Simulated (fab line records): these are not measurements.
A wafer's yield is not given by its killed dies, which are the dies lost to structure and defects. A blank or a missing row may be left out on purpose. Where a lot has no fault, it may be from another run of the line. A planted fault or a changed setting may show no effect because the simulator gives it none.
fab line records	flow nandHarc
record lots=13	wafers=39	lastDay=34
route steps=1302 shown A_CONTACT@1010
lots untouched by any fault: they come from a run of this same line in which no faults occurred
startH: hours from the record's first day to the start of the lot's first wafer shown	waitH: hours from the lot's prior step to this one	" same as the row above	L1.1+2: a single row standing in for several wafers	- no value, or no start given	* or withheld: withheld	< > ~ a bound
route shown NAME@n: NAME is a module with steps in the file, n the number in the route of the first one	usual: mean/standard deviation of fault-free wafers	same: alike in all rows	chamber/n: place in a boat	sites: per-site readings	_std_site: their standard deviation	_edge_site: outer sites' mean less inner sites'	radiusMm: for every site, how far away it sits from the centre of the wafer	mask NAME#n: copy n	behind: the tool/chamber that last shaped the wafer	hold: why the lot went on hold/how many hours it stayed there/how the hold came to an end	device: which transistor (n, p or np) failed to switch	end of line: the same wafers' tests at the end of the route	a step without rows: its recipe alone	killed: dies that structure and defects cost at the first sort, which is not the same as the wafer's yield	map: per-die view of a wafer (x killed, . not killed, _ where there is no die)
set.NAME: the setting that was run; set.NAME@STEP: the one run at that earlier step	model.NAME: the simulator's own value behind a step, which no gauge read
the route's steps for a sample of lots (tables are steps, rows are wafers)
services: when a tool's chamber went out of use (startH, in hours from the record's first day, below 0 if earlier), for how many hours, and the reason
## steps
# step NHARC_A_CONTACT_ETCH_116
# recipe sourceW=withheld	pressureMtorr=20	biasV=3000	timeS=190	targetDepthA=18500	arFlowSccm=withheld	c4f8FlowSccm=withheld	o2FlowSccm=withheld	chemistry=C4F8/O2/Ar
lot.wafer	tool	chamber	startH	waitH	rfHoursCounterH
L540.2	harCapEtch-03	1	509.27	0.1	42
L540.3	"	1	"	"	-
L540.4	"	0	"	"	-
L542.1	harCapEtch-03	1	514.94	0.1	44
L542.5	"	1	"	"	-
L542.6	"	0	"	"	-
L543.1	harCapEtch-03	0	530.62	0.2	48
L543.4	"	1	"	"	-
L543.6	"	1	"	"	-
L545.4	harCapEtch-03	0	551.00	0.1	-
L545.5	"	1	"	"	-
L545.6	"	0	"	"	-
L546.4	harCapEtch-01	1	573.83	0.3	-
L546.3	"	0	"	"	-
L546.6	"	1	"	"	-
L548.2	harCapEtch-03	1	584.34	0.1	57
L548.5	"	0	"	"	-
L548.6	"	1	"	"	-
L549.1	harCapEtch-01	1	604.73	0.1	17
L549.2	"	0	"	"	17
L549.5	"	1	"	"	-
L553.1	harCapEtch-03	1	656.26	0.2	70
L553.2	"	0	"	"	70
L553.3	"	0	"	"	-
L559.3	harCapEtch-02	1	676.91	0.1	-
L559.4	"	0	"	"	-
L559.6	"	1	"	"	-
L557.2	harCapEtch-01	0	682.60	0.1	32
L557.3	"	1	"	"	-
L557.5	"	0	"	"	-
L556.3	harCapEtch-02	0	686.57	0.1	-
L556.4	"	1	"	"	-
L556.5	"	0	"	"	-
L560.4	harCapEtch-02	0	707.15	0.2	-
L560.6	"	1	"	"	-
L560.5	"	0	"	"	-
L561.3	harCapEtch-01	1	731.02	0.1	-
L561.4	"	0	"	"	-
L561.6	"	1	"	"	-
# step NHARC_A_CONTACT_ETCH_120
# recipe sourceW=withheld	pressureMtorr=20	biasV=3000	timeS=190	targetDepthA=18500	arFlowSccm=withheld	c4f8FlowSccm=withheld	o2FlowSccm=withheld	chemistry=C4F8/O2/Ar
lot.wafer	tool	chamber	startH	waitH	rfHoursCounterH
L540.2	harCapEtch-03	1	509.95	0.1	43
L540.3	"	1	"	"	-
L540.4	"	0	"	"	-
L542.1	harCapEtch-03	1	515.62	0.1	45
L542.5	"	1	"	"	-
L542.6	"	0	"	"	-
L543.1	harCapEtch-03	0	531.52	0.2	49
L543.4	"	1	"	"	-
L543.6	"	1	"	"	-
L545.4	harCapEtch-03	0	551.69	0.1	-
L545.5	"	1	"	"	-
L545.6	"	0	"	"	-
L546.4	harCapEtch-01	1	575.03	0.2	-
L546.3	"	0	"	"	-
L546.6	"	1	"	"	-
L548.2	harCapEtch-03	1	585.02	0.1	58
L548.5	"	0	"	"	-
L548.6	"	1	"	"	-
L549.1	harCapEtch-01	1	605.42	0.1	18
L549.2	"	0	"	"	18
L549.5	"	1	"	"	-
L553.1	harCapEtch-03	1	657.17	0.2	70
L553.2	"	0	"	"	70
L553.3	"	0	"	"	-
L559.3	harCapEtch-02	1	677.59	0.1	-
L559.4	"	0	"	"	-
L559.6	"	1	"	"	-
L557.2	harCapEtch-01	0	683.28	0.1	32
L557.3	"	1	"	"	-
L557.5	"	0	"	"	-
L556.3	harCapEtch-02	0	687.26	0.1	-
L556.4	"	1	"	"	-
L556.5	"	0	"	"	-
L560.4	harCapEtch-02	0	708.06	0.2	-
L560.6	"	1	"	"	-
L560.5	"	0	"	"	-
L561.3	harCapEtch-01	1	731.70	0.1	-
L561.4	"	0	"	"	-
L561.6	"	1	"	"	-
# step NHARC_A_CONTACT_ETCH_102
# recipe targetDepthA=1000	overetchA=100	timeS=55	ionEnergyEv=100	cf4FlowSccm=80	o2FlowSccm=20	arFlowSccm=0	rfW=300	biasW=100	chemistry=CF4/O2
# usual cf4FlowSccm=79.99/0.22	drypumpMotorCurrentA=5.9/0.44	oesProductAu=1.001/0.0098	rfVppV=197.9/1.5	showerheadPlenumPTorr=1.34/0.062	throttleValvePct=13.397/0.0093
lot.wafer	tool	chamber	startH	waitH	cf4FlowSccm	drypumpMotorCurrentA	oesProductAu	rfHoursCounterH	rfVppV	showerheadPlenumPTorr	throttleValvePct
L540.3	rieDiel-06	3	511.99	0.1	79.60	5.7	1.004	3	198.5	1.43	13.413
L540.4	"	1	"	"	80.17	6.0	1.011	3	199.4	1.37	13.397
L540.2	"	2	"	"	80.37	6.2	0.993	3	196.7	1.28	13.399
L542.1	rieDiel-06	2	517.63	0.1	80.24	6.2	1.004	4	195.8	1.28	13.400
L542.5	"	0	"	"	79.90	5.2	1.007	-	197.1	1.33	13.398
L542.6	"	1	"	"	79.79	6.0	1.015	-	198.6	1.37	13.400
L543.1	rieDiel-06	3	534.00	0.1	79.81	5.8	0.999	12	200.8	1.43	13.392
L543.4	"	1	"	"	80.12	6.0	1.018	-	199.7	1.37	13.395
L543.6	"	3	"	"	80.22	5.8	0.989	-	200.3	1.43	13.405
L545.4	rieDiel-06	1	553.62	0.1	80.04	6.0	1.016	20	198.7	1.37	13.396
L545.5	"	2	"	"	79.70	6.2	1.006	-	195.4	1.28	13.400
L545.6	"	3	"	"	79.67	5.8	1.000	-	199.8	1.43	13.387
L546.4	rieDiel-11	3	577.32	0.1	79.88	6.5	0.993	18	199.3	1.41	13.393
L546.3	"	0	"	"	79.81	5.2	1.000	19	197.8	1.36	13.396
L546.6	"	3	"	"	79.60	6.6	1.008	-	200.4	1.41	13.371
L548.2	rieDiel-11	0	587.00	0.0	79.84	5.2	1.008	22	198.7	1.35	13.393
L548.5	"	0	"	"	80.08	5.1	1.006	-	198.5	1.35	13.387
L548.6	"	1	"	"	80.08	6.1	0.992	-	198.5	1.35	13.400
L549.2	rieDiel-04	3	607.44	0.1	79.93	6.1	1.008	18	200.1	1.44	13.408
L549.1	"	0	"	"	80.28	5.7	1.012	22	196.2	1.24	13.382
L549.5	"	2	"	"	79.89	6.1	0.994	-	195.7	1.26	13.397
L553.3	rieDiel-04	2	659.55	0.1	79.76	6.1	0.970	37	195.1	1.25	13.393
L553.1	"	0	"	"	80.31	5.7	0.998	40	195.3	1.24	13.390
L553.2	"	1	"	"	79.88	5.9	1.006	40	197.8	1.26	13.383
L559.4	rieDiel-06	2	679.66	0.2	80.19	6.2	0.987	2	196.0	1.27	13.400
L559.3	"	0	"	"	80.34	5.2	1.000	3	197.2	1.32	13.407
L559.6	"	3	"	"	79.81	5.8	1.001	-	199.5	1.42	13.390
L557.2	rieDiel-06	0	685.30	0.0	80.19	5.2	1.005	4	197.1	1.32	13.394
L557.3	"	1	"	"	80.22	6.0	0.999	3	199.1	1.36	13.402
L557.5	"	0	"	"	80.42	5.2	1.004	-	199.2	1.32	13.393
L556.4	rieDiel-06	3	689.18	0.1	79.92	5.8	1.002	4	199.7	1.42	13.371
L556.3	"	0	"	"	79.95	5.1	1.000	5	198.4	1.32	13.388
L556.5	"	3	"	"	79.26	5.8	1.002	-	199.2	1.42	13.422
L560.4	rieDiel-11	0	710.30	0.1	79.95	5.2	0.998	14	197.6	1.35	13.387
L560.6	"	3	"	"	80.15	6.6	0.993	-	199.0	1.40	13.395
L560.5	"	0	"	"	80.08	5.2	0.997	-	199.1	1.35	13.400
L561.4	rieDiel-11	3	733.63	0.1	79.72	6.6	0.986	14	200.4	1.40	13.391
L561.3	"	2	"	"	79.97	5.9	1.016	14	195.9	1.25	13.412
L561.6	"	0	"	"	80.15	5.2	1.004	-	198.8	1.35	13.395
# step NHARC_A_CONTACT_SOFTBAKE_64
# recipe tempC=105	timeS=55
# usual heaterPowerTotalW=188.43/0.12	plateTempC=105.00/0.13
lot.wafer	tool	chamber	startH	waitH	heaterPowerTotalW	plateTempC
L540.2	lithoTrack-01	0	516	-	188.32	104.98
L540.3	"	0	"	"	188.42	105.12
L540.4	"	0	"	"	188.32	105.06
L542.1	lithoTrack-01	0	522	-	188.49	105.20
L542.5	"	0	"	"	188.47	104.89
L542.6	"	0	"	"	188.27	105.15
L543.1	lithoTrack-01	0	538	-	188.49	105.13
L543.4	"	0	"	"	188.47	105.02
L543.6	"	0	"	"	188.32	104.81
L545.4	lithoTrack-04	0	562	-	188.49	105.11
L545.5	"	0	"	"	188.40	104.97
L545.6	"	0	"	"	188.38	104.83
L546.3	lithoTrack-04	0	582	-	188.69	105.15
L546.4	"	0	"	"	188.52	104.97
L546.6	"	0	"	"	188.30	104.88
L548.2	lithoTrack-04	0	591	-	188.43	104.78
L548.5	"	0	"	"	188.34	105.24
L548.6	"	0	"	"	188.45	104.87
L549.1	lithoTrack-04	0	619	-	188.34	105.03
L549.2	"	0	"	"	188.60	104.90
L549.5	"	0	"	"	188.46	104.90
L553.1	lithoTrack-01	0	665	-	188.51	105.18
L553.2	"	0	"	"	188.28	105.11
L553.3	"	0	"	"	188.48	105.14
L559.3	lithoTrack-04	0	684	-	188.30	104.92
L559.4	"	0	"	"	188.73	104.71
L559.6	"	0	"	"	188.26	104.78
L557.2	lithoTrack-01	0	693	-	195.76	108.07
L557.3	"	0	"	"	195.56	107.96
L557.5	"	0	"	"	195.64	107.93
L556.3	lithoTrack-01	0	696	-	195.42	107.80
L556.4	"	0	"	"	195.67	107.70
L556.5	"	0	"	"	195.55	107.83
L560.4	lithoTrack-04	0	714	-	188.61	105.10
L560.5	"	0	"	"	188.64	105.05
L560.6	"	0	"	"	188.46	105.10
L561.3	lithoTrack-04	0	739	-	188.44	104.81
L561.4	"	0	"	"	188.57	105.01
L561.6	"	0	"	"	188.31	104.98
## services
tool	chamber	startH	hours	kind
rieDiel-06	-	485.34	9.0	pm
harCapEtch-01	-	497.00	17.0	pm
lithoTrack-01	-	505.00	7.0	pm
rieDiel-04	2	506.47	6.2	repair
rieDiel-11	1	522.40	4.4	repair
rieDiel-06	0	524.67	9.9	repair
rieDiel-04	-	532.18	9.0	pm
rieDiel-06	1	551.05	2.3	repair
lithoTrack-04	-	553.00	7.0	pm
rieDiel-11	1	553.53	7.1	repair
rieDiel-06	0	565.19	10.4	repair
rieDiel-06	2	589.06	6.9	repair
rieDiel-06	1	611.16	8.6	repair
harCapEtch-01	-	613.18	0.6	repair
harCapEtch-02	-	614.61	1.6	repair
rieDiel-04	2	633.68	5.4	repair
rieDiel-11	-	646.03	9.0	pm
rieDiel-04	3	648.56	46.2	repair
rieDiel-06	-	662.38	9.0	pm
lithoTrack-01	-	680.00	7.0	pm
rieDiel-06	0	707.48	1.6	repair
harCapEtch-01	-	722.72	5.7	repair
lithoTrack-04	-	728.00	7.0	pm
rieDiel-06	1	733.90	13.4	repair
## key
firstSign step=NHARC_A_CONTACT_SOFTBAKE_64	reading=heaterPowerTotalW	direction=up	sigmas=59	usual=*	struck=*
effect step=NHARC_A_CONTACT_SOFTBAKE_64	reading=plateTempC	direction=up	sigmas=22	usual=*	struck=*
metAt NHARC_A_CONTACT_SOFTBAKE_64
struckLots L556,L557
testerLeftOut L556,L557
notActingAt NHARC_A_CONTACT_ETCH_116,NHARC_A_CONTACT_ETCH_120,NHARC_A_CONTACT_ETCH_102
onsetBetween 665 693
fault kind=processParameterDrift	tool=lithoTrack-01	chamber=-	onsetH=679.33	steps=NHARC_A_CONTACT_SOFTBAKE_64	channel=tempC	offset=*	shape=step	endH=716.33	actsIn=*	stated=*
# testerLeftOut: of these lots the tester's yield and bins aren't shown, on N5 and GAA mostly nor the transistor test; their killed dies are dies lost to structure and defects alone, not to doping, threshold or leakage, so they don't give the yield
